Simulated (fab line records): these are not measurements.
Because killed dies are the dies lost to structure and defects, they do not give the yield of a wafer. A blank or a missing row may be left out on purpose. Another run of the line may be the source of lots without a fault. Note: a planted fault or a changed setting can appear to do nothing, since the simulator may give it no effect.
Problem report in the 8D (eight disciplines) form, filled by code	flow n5Finfet	the parts of the form that need people (team, actions taken, sign-off) are left out

1. WHAT IS WRONG
At N5_BEOL_M3_VIA_ETCH_34, biasW averages 203.5 W over 2 wafers from 2 lots, while fault-free wafers read 170.0 W, standard deviation 0.5. That puts it +67 standard deviations away from the usual mean.
The step: etches the open film in C4F6/O2, target depth 69.4 nm, time 65.9 s.
First seen on wafer L678.6, day 12 03:43, on rieDiel-06. The record has a number at this step for 18 wafers belonging to 6 lots. Rule for "out", or "out of limits": more than 4 standard deviations from the usual mean. The rest of the wafers with a number are treated as sound.

2. WHAT IT IS, WHAT IT ISN'T
question	is	is not
which readings at this step	biasW, rfVppV	drypumpMotorCurrentA, oesProductAu, showerheadPlenumPTorr, throttleValvePct
which lots	L677, L678	L667, L673, L680, L683
which wafers of those lots	L677.4, L678.6	L677.5, L677.6, L678.1, L678.4
read on which tools	rieDiel-06	rieDiel-01
when	from day 12 03:43	up to then (8 sound wafers); but 8 sound wafers of L677, L680, L683 came after

3. THE SUSPECTS, EACH WITH WHAT RULES IT OUT
Counting: a tool at a process step up to the reading stays a suspect if it ran every lot that is out. Sound lots after the first of them don't rule it out here, since some wafers of a struck lot are sound.
- rieDiel-06 at N5_BEOL_M3_ETCHBACK_99 (etches SiO2 in CHF3, target depth 5 nm, time 10.4 s): kept. It processed each lot that is out (first: L678, day 12 03:35); up to then, its last sound lot is L667 (day 7 22:39).
- rieDiel-06 at N5_BEOL_M3_ETCH_70 (etches SOC in N2/H2, target depth 80 nm, overetch 16 nm, time 120 s): kept. It processed each lot that is out (first: L678, day 12 03:37); up to then, its last sound lot is L667 (day 7 22:41).
- rieDiel-06 at N5_BEOL_M3_VIA_ETCH_34 (etches the open film in C4F6/O2, target depth 69.4 nm, time 65.9 s): kept. It processed each lot that is out (first: L678, day 12 03:43); up to then, its last sound lot is L667 (day 7 22:47). Its own biasW, rfVppV readings are out on those wafers.
- rieDiel-06, N5_BEOL_M3_ETCHBACK_99: wafers that are out in chamber 1, sound lot-mates in chambers 0, 2, 3.
- rieDiel-06, N5_BEOL_M3_ETCH_70: wafers that are out in chamber 1, sound lot-mates in chambers 0, 2, 3.
- rieDiel-06, N5_BEOL_M3_VIA_ETCH_34: wafers that are out in chamber 1, sound lot-mates in chambers 0, 2, 3.
The count leaves rieDiel-06 at N5_BEOL_M3_ETCHBACK_99, rieDiel-06 at N5_BEOL_M3_ETCH_70, and rieDiel-06 at N5_BEOL_M3_VIA_ETCH_34.

4. THE CAUSE (what the simulator had put in)
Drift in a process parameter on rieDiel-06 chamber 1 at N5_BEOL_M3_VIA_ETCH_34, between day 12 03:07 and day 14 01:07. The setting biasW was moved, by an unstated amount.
This tool is one of the 3 suspects left after counting.

5. THE CHAIN OF EFFECTS, in route order
Each row: a reading whose mean over the struck wafers that have a number lies more than 3 standard deviations from the usual. Scope: only readings with a usual standard deviation given in the record; hours: median across lots of the time from each lot's start at the first step in this table that gives one to its start at this step; sigmas: change in usual standard deviations.
hours	step	reading	usual	on struck wafers	change	sigmas
0	N5_BEOL_M3_VIA_ETCH_34	biasW	170.0 W	203.5	+33.5	+67
0	N5_BEOL_M3_VIA_ETCH_34	rfVppV	672 V	769	+97	+6.9
The process steps in it:
- N5_BEOL_M3_VIA_ETCH_34: etches the open film in C4F6/O2, target depth 69.4 nm, time 65.9 s.
At these later measuring or inspecting steps, every struck wafer for which the step has a row has a number for every such reading, and none has moved that far: N5_BEOL_M4_RC_MEAS_101.

6. HOW IT WOULD HAVE BEEN CAUGHT EARLIER
In this record the first reading out of limits was taken at day 12 03:43, 1 hour after the fault began at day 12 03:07.
